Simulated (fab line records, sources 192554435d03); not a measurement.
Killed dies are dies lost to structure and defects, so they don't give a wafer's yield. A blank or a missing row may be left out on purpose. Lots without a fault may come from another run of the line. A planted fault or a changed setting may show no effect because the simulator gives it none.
Chamber matching | flow n5_finfet | N5_BEOL_M0_SAQP_PECVD_97 on pecvd-04: 3 sister chambers
The step deposits SiNx from SiH4/NH3/N2, target thk 23 nm, time 19.9 s. 6 wafers are shown with their chamber, then 10 later ones without.

WAFERS WITH THEIR CHAMBER
wafer  | chamber | throttle_valve_pct (%) | showerhead_plenum_p_Torr (Torr)
L091.6 | 2       | 38.3                   | 5.18
L092.2 | 1       | 39.8                   | 5.18
L092.3 | 0       | 41.5                   | 5.21
L092.4 | 2       | 38.1                   | 5.19
L093.1 | 1       | 39.7                   | 5.17
L093.2 | 0       | 41.5                   | 5.21

WAFERS WITHOUT THEIR CHAMBER
wafer  | throttle_valve_pct (%) | showerhead_plenum_p_Torr (Torr)
L093.5 | 41.6                   | 5.21
L094.1 | 41.8                   | 5.21
L094.5 | 41.6                   | 5.20
L094.6 | 38.8                   | 5.19
L095.1 | 39.8                   | 5.18
L095.3 | 41.5                   | 5.21
L095.4 | 40.0                   | 5.17
L097.2 | 40.0                   | 5.16
L097.4 | 40.0                   | 5.17
L097.5 | 41.8                   | 5.22

WHICH CHAMBER EACH WENT THROUGH
wafer  | from the rows above | in truth
L093.5 | 0                   | 0
L094.1 | 0                   | 0
L094.5 | 0                   | 0
L094.6 | 2                   | 2
L095.1 | 1                   | 1
L095.3 | 0                   | 0
L095.4 | 1                   | 1
L097.2 | 1                   | 1
L097.4 | 1                   | 1
L097.5 | 0                   | 0
Placed correctly: 10 of 10. Can't be placed from these rows: 0. Placed wrongly: 0.
How it was worked out, from the rows above alone: a wafer's distance from a chamber is the root of the sum, over the readings, of the square of ((its reading less the chamber's mean) divided by the reading's scatter). The wafer belongs to the nearest chamber; if the next one is less than 2 further off, it can't be placed. A chamber's mean is the mean of its shown wafers. The scatter: the root of (the sum of the squares of (reading less its chamber's mean) over the shown wafers, divided by (wafers less chambers)).
